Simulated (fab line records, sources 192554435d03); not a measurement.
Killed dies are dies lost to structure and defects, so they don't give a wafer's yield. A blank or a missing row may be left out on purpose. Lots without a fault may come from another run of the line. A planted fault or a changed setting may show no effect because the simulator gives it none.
Which tool did it? | flow n5_finfet | 6 lots, 17 wafers sampled, at 1 step of a route of 1938

WHAT THE GAUGES READ, wafer by wafer
N5_FIN_SAQP_INSPECT_18: inspects for defects (brightfield).
lot  | measured    | on                | raw_defect_count
L774 | day 2 04:25 | defect_inspect-01 | 442 651 400
L776 | day 2 16:17 | defect_inspect-01 | 312 406 564
L778 | day 3 03:52 | defect_inspect-01 | 482 334 580
L780 | day 3 15:43 | defect_inspect-02 | 312 341 339
L782 | day 4 05:43 | defect_inspect-02 | 515 528
L790 | day 6 04:38 | defect_inspect-01 | 364 305 390

WHICH TOOL RAN EACH LOT (tool, then ch and the chambers of the sampled wafers, then the start)
The record holds no process step before these readings.

THE ANSWER, worked out from the rows above alone
Rule: what is usual is taken from the lots themselves. Put in order of their means at a reading, lots are off if they are a third of the lots or fewer, leave a main group of 4 or more, and stand apart from it by a gap of 3 or more times the standard deviation of the main group's means; of several such gaps the widest counts. A main group whose means are all the same, to the digits that the tables above print for the reading, isn't used. A lot without any number at a reading at which 4 lots or more have one is off too. The other lots that the step has rows for count as sound.
No lot is off at any reading shown: from this, nothing can be told.

WHAT THE SIMULATOR HAD PUT IN
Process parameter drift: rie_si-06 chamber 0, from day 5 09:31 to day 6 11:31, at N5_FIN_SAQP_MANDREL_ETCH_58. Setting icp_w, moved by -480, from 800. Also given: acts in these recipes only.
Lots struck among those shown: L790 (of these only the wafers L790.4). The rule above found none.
